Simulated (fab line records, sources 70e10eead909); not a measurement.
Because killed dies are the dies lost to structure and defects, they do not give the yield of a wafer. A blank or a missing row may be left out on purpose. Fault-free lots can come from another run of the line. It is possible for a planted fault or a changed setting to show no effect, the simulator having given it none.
What tool caused it?	flow nand-harc	Sampling: 13 lots, 39 wafers, 5 of 1159 route steps

WHAT THE GAUGES READ, wafer by wafer
NHARC_END_SORT_01. Usual: killed-at-array 28, standard deviation 11; killed-at-other 0.9, standard deviation 1.2; killed-at-periphery 2.6, standard deviation 2.1; killed-dies 31, standard deviation 11; killed-open 3.1, standard deviation 1.7; killed-short 1.9, standard deviation 1.3.
lot	measured	on	killed-at-array	killed-at-other	killed-at-periphery	killed-dies	killed-open	killed-short	flag
L690	day 24 05:40	prober-02	641 611 36	1 2 0	1 0 2	643 613 38	1 6 2	5 2 2	OFF
L687	day 24 22:54	prober-01	36 628 35	1 0 0	2 0 3	39 628 38	2 0 4	1 2 1	OFF

WHAT TOOL EACH LOT RAN ON (gives the tool, then ch and the chambers of the sampled wafers, and finally the start)
lot	NHARC_A_STAIRCASE_ETCH_13	NHARC_A_STAIRCASE_ETCH_15	NHARC_A_STAIRCASE_ETCH_17	NHARC_A_STAIRCASE_ETCH_19
L676	rie-diel-09 ch 1,2,3, day 10 04:17	rie-diel-09 ch 0,1,3, no start	rie-diel-09 ch 1,2, no start	rie-diel-09 ch 1,2,3, no start
L678	rie-diel-13 ch 0,2,3, day 11 11:38	rie-diel-13 ch 1,2,3, no start	rie-diel-13 ch 0,1,3, no start	rie-diel-13 ch 0,1,3, no start
L677	rie-diel-11 ch 0,2, day 11 12:01	rie-diel-11 ch 0,1,3, no start	rie-diel-11 ch 0,2,3, no start	rie-diel-11 ch 1,2,3, no start
L679	rie-diel-09 ch 0,1,3, day 11 12:10	rie-diel-09 ch 0,1,2, no start	rie-diel-09 ch 0,1,3, no start	rie-diel-09 ch 0,1,3, no start
L680	rie-diel-11 ch 0,1,3, day 11 15:37	rie-diel-11 ch 0,1,3, no start	rie-diel-11 ch 0,1, no start	rie-diel-11 ch 0,1,3, no start
L681	rie-diel-13 ch 1,2, day 11 19:22	rie-diel-13 ch 1,2, no start	rie-diel-13 ch 2,3, no start	rie-diel-13 ch 0,1,2, no start
L684	rie-diel-09 ch 0,1,2, day 12 16:57	rie-diel-09 ch 1,2, no start	rie-diel-09 ch 0,1, no start	rie-diel-09 ch 0,1, no start
L682	rie-diel-11 ch 0,2,3, day 13 00:53	rie-diel-11 ch 1,2,3, no start	rie-diel-11 ch 0,1,2, no start	rie-diel-11 ch 0,1,2, no start
L686	rie-diel-13 ch 0,2,3, day 13 04:11	rie-diel-13 ch 0,2,3, no start	rie-diel-13 ch 0,3, no start	rie-diel-13 ch 1,2, no start
L690	rie-diel-09 ch 0,1, day 13 21:14	rie-diel-09 ch 0,1, day 24 05:40 or earlier	rie-diel-09 ch 0,1,3, day 24 05:40 or earlier	rie-diel-09 ch 1,2,3, day 24 05:40 or earlier
L687	rie-diel-09 ch 0,1,3, day 14 00:58	rie-diel-09 ch 0,2,3, day 24 22:54 or earlier	rie-diel-09 ch 0,2,3, day 24 22:54 or earlier	rie-diel-09 ch 0,2,3, day 24 22:54 or earlier
L696	rie-diel-11 ch 0,1,2, day 15 13:53	rie-diel-11 ch 1,2, no start	rie-diel-11 ch 0,1,2, no start	rie-diel-11 ch 0,1,3, no start
L698	rie-diel-11 ch 2,3, day 16 01:14	rie-diel-11 ch 0,1,3, no start	rie-diel-11 ch 1,2, no start	rie-diel-11 ch 2,3, no start
- NHARC_A_STAIRCASE_ETCH_13: etches the open film in C4F8/O2, target depth 100 nm, time 40.5 s.
- NHARC_A_STAIRCASE_ETCH_15: etches the open film in C4F8/O2, target depth 100 nm, time 40.5 s.
- NHARC_A_STAIRCASE_ETCH_17: etches the open film in C4F8/O2, target depth 100 nm, time 40.5 s.
- NHARC_A_STAIRCASE_ETCH_19: etches the open film in C4F8/O2, target depth 100 nm, time 40.5 s.

AS READ BY THE TOOLS THEMSELVES (means over the sampled wafers that have a number; for cases with no such wafer, the mark the record gives instead)
NHARC_A_STAIRCASE_ETCH_13. Usual: bias-w 1000.4 W, standard deviation 2.8; oes-product-au 0.937 a.u., standard deviation 0.012; rf-vpp-V 895 V, standard deviation 5.5.
lot	tool	bias-w (W)	oes-product-au (a.u.)	rf-vpp-V (V)	flag
L676	rie-diel-09	998.6	0.924	895	
L678	rie-diel-13	999.4	0.944	891	
L677	rie-diel-11	1001.5	0.948	891	
L679	rie-diel-09	1001.6	0.934	891	
L680	rie-diel-11	999.7	0.944	894	
L681	rie-diel-13	1001.7	0.929	891	
L684	rie-diel-09	999.9	0.921	898	
L682	rie-diel-11	1000.0	0.938	891	
L686	rie-diel-13	999.8	0.925	897	
L690	rie-diel-09	1001.2	0.851	900	OFF
L687	rie-diel-09	1002.3	0.884	897	OFF
L696	rie-diel-11	1000.6	0.955	893	
L698	rie-diel-11	999.3	0.934	893	

NHARC_A_STAIRCASE_ETCH_15. Usual: bias-w 1000 W, standard deviation 3.1; oes-product-au 0.941 a.u., standard deviation 0.011; rf-vpp-V 895 V, standard deviation 5.5.
lot	tool	bias-w (W)	oes-product-au (a.u.)	rf-vpp-V (V)	flag
L676	rie-diel-09	999	0.937	891	
L678	rie-diel-13	1000	0.953	889	
L677	rie-diel-11	997	0.956	893	
L679	rie-diel-09	997	0.938	891	
L680	rie-diel-11	1003	0.939	894	
L681	rie-diel-13	1000	0.928	891	
L684	rie-diel-09	1000	0.930	903	
L682	rie-diel-11	1000	0.949	895	
L686	rie-diel-13	999	0.940	897	
L690	rie-diel-09	1000	0.943	901	
L687	rie-diel-09	1001	0.934	893	
L696	rie-diel-11	1000	0.964	896	
L698	rie-diel-11	999	0.933	891	

NHARC_A_STAIRCASE_ETCH_17. Usual: bias-w 1000 W, standard deviation 3.3; oes-product-au 0.942 a.u., standard deviation 0.0099; rf-vpp-V 895 V, standard deviation 5.7.
lot	tool	bias-w (W)	oes-product-au (a.u.)	rf-vpp-V (V)	flag
L676	rie-diel-09	997	0.932	890	
L678	rie-diel-13	1000	0.939	893	
L677	rie-diel-11	1003	0.950	891	
L679	rie-diel-09	1003	0.946	891	
L680	rie-diel-11	997	0.944	895	
L681	rie-diel-13	998	0.930	888	
L684	rie-diel-09	1002	0.937	900	
L682	rie-diel-11	1001	0.947	892	
L686	rie-diel-13	1000	0.931	903	
L690	rie-diel-09	998	0.944	897	
L687	rie-diel-09	1000	0.942	895	
L696	rie-diel-11	999	0.956	893	
L698	rie-diel-11	999	0.945	896	

NHARC_A_STAIRCASE_ETCH_19. Usual: bias-w 1000 W, standard deviation 3.3; oes-product-au 0.941 a.u., standard deviation 0.0094; rf-vpp-V 895 V, standard deviation 5.4.
lot	tool	bias-w (W)	oes-product-au (a.u.)	rf-vpp-V (V)	flag
L676	rie-diel-09	999	0.936	893	
L678	rie-diel-13	1001	0.924	893	
L677	rie-diel-11	1000	0.939	895	
L679	rie-diel-09	998	0.946	891	
L680	rie-diel-11	997	0.942	894	
L681	rie-diel-13	1000	0.930	893	
L684	rie-diel-09	998	0.926	895	
L682	rie-diel-11	998	0.951	893	
L686	rie-diel-13	996	0.939	892	
L690	rie-diel-09	1001	0.940	900	
L687	rie-diel-09	998	0.940	895	
L696	rie-diel-11	1002	0.948	892	
L698	rie-diel-11	1000	0.939	892	

THE ANSWER, worked out from the rows above alone
Rule: a lot is off if the mean of its wafers that have a number lies more than 3 standard deviations from the usual mean. A lot without any number at a reading at which 4 lots or more have one is off too. Where the step has rows for the other lots, those lots are counted as sound. Order of review: gauges by route order, followed by the tools' own readings, for which a lot's mean as printed above is used. At the first step where some lot is off, the reading lying furthest off is the one used; lots without a number count as furthest.
Off at NHARC_END_SORT_01 (killed-at-array): L690, L687. Neither off nor sound, because the step has no rows for them: L676, L678, L677, L679, L680, L681, L684, L682, L686, L696, L698.
A tool fits if, at a process step before that reading, it ran every lot that is off, and no sound lot after the first of them. Not tried: the gauges at NHARC_END_SORT_01; whatever is off there is also off at NHARC_A_STAIRCASE_ETCH_13, on other tools, and gauge error can't account for it. NHARC_A_STAIRCASE_ETCH_15 gives no start for some lots, so the hours and the order of its lots are those of NHARC_END_SORT_01. NHARC_A_STAIRCASE_ETCH_17 gives no start for some lots, so the hours and the order of its lots are those of NHARC_END_SORT_01. NHARC_A_STAIRCASE_ETCH_19 gives no start for some lots, so the hours and the order of its lots are those of NHARC_END_SORT_01. One candidate fits, namely rie-diel-09 at NHARC_A_STAIRCASE_ETCH_13 and NHARC_A_STAIRCASE_ETCH_15 and NHARC_A_STAIRCASE_ETCH_17 and NHARC_A_STAIRCASE_ETCH_19. It ran no sound lot before its first lot that is off in this sample, so the start can't be narrowed down.

WHAT THE SIMULATOR PUT IN
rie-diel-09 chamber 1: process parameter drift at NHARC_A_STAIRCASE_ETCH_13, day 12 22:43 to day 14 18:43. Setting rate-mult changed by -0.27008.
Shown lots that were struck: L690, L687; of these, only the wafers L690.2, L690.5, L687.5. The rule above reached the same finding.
